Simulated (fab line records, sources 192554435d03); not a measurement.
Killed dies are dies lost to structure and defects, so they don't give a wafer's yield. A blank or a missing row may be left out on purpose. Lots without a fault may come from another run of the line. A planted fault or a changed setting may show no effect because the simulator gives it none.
Chamber matching | flow n5_finfet | N5_BEOL_M2_ALD_84 on ald_metal-01: 4 sister chambers
The step deposits TaN, pulse time 2 s, purge time 3 s, co reactant purge time 2 s. 8 wafers are shown with their chamber, then 7 later ones without.

WAFERS WITH THEIR CHAMBER
wafer  | chamber | heater_power_outer_w (W) | heater_power_w (W)
L078.1 | 3       | 232                      | 407
L083.4 | 0       | 263                      | 439
L083.5 | 2       | 231                      | 418
L084.4 | 3       | 237                      | 401
L084.5 | 0       | 260                      | 433
L084.6 | 1       | 224                      | 399
L088.1 | 1       | 229                      | 405
L088.4 | 2       | 237                      | 408

WAFERS WITHOUT THEIR CHAMBER
wafer  | heater_power_outer_w (W) | heater_power_w (W)
L088.5 | 226                      | 410
L092.1 | 264                      | 438
L092.2 | 233                      | 406
L092.3 | 224                      | 408
L097.2 | 265                      | 432
L097.3 | 234                      | 411
L097.6 | 267                      | 451

WHICH CHAMBER EACH WENT THROUGH
wafer  | from the rows above          | in truth
L088.5 | can't be placed: 1 or 2 or 3 | 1
L092.1 | 0                            | 0
L092.2 | can't be placed: 3 or 2 or 1 | 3
L092.3 | can't be placed: 1 or 2 or 3 | 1
L097.2 | 0                            | 0
L097.3 | can't be placed: 2 or 3      | 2
L097.6 | 0                            | 0
Placed correctly: 3 of 7. Can't be placed from these rows: 4 (the true chamber is among the candidates in 4). Placed wrongly: 0.
How it was worked out, from the rows above alone: a wafer's distance from a chamber is the root of the sum, over the readings, of the square of ((its reading less the chamber's mean) divided by the reading's scatter). The wafer belongs to the nearest chamber; if the next one is less than 2 further off, it can't be placed. A chamber's mean is the mean of its shown wafers. The scatter: the root of (the sum of the squares of (reading less its chamber's mean) over the shown wafers, divided by (wafers less chambers)).
